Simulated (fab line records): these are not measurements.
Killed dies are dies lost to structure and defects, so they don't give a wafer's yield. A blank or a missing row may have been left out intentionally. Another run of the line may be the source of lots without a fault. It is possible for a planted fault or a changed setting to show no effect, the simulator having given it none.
Matching of chambers | flow nand harc | NHARC_A_STAIRCASE_CMP_152 on cmp-02 has 4 sister chambers
The step polishes. 4 wafers are shown with their chamber, then 11 later ones without.

WAFERS PAIRED WITH THEIR CHAMBERS
wafer  | chamber | motor current A (A)
L089.1 | 2       | 11.2
L089.5 | 3       | 12.7
L089.6 | 0       | 11.5
L091.4 | 1       | 14.5

WAFERS WHOSE CHAMBER IS MISSING
wafer  | motor current A (A)
L091.5 | 12.8
L091.6 | 11.6
L094.2 | 11.8
L094.3 | 13.7
L094.5 | 11.5
L097.2 | 14.3
L097.3 | 13.0
L097.4 | 10.7
L095.1 | 14.4
L095.4 | 11.1
L095.6 | 12.3

CHAMBER TAKEN BY EACH
wafer  | from the rows above          | in truth
L091.5 | 3                            | 3
L091.6 | can't be placed: 0 or 2      | 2
L094.2 | can't be placed: 0 or 2 or 3 | 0
L094.3 | can't be placed: 1 or 3      | 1
L094.5 | can't be placed: 0 or 2      | 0
L097.2 | 1                            | 1
L097.3 | 3                            | 3
L097.4 | can't be placed: 2 or 0      | 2
L095.1 | 1                            | 1
L095.4 | can't be placed: 2 or 0      | 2
L095.6 | can't be placed: 3 or 0      | 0
Correctly placed: 4 of 11. Not placeable from these rows: 7 (in 7, the candidates include the true chamber). Placed wrongly: 0.
How it was worked out, from the rows above alone: a wafer's distance from a chamber is the root of the sum, over the readings, of the square of ((its reading less the chamber's mean) divided by the reading's scatter). The wafer belongs to the nearest chamber; if the next one is less than 2 further off, it can't be placed. Each chamber's mean is taken over the wafers shown for it. The scatter (one wafer shown for each chamber): square how far every hidden wafer sits from the nearest shown wafer, average those squares and take the square root.
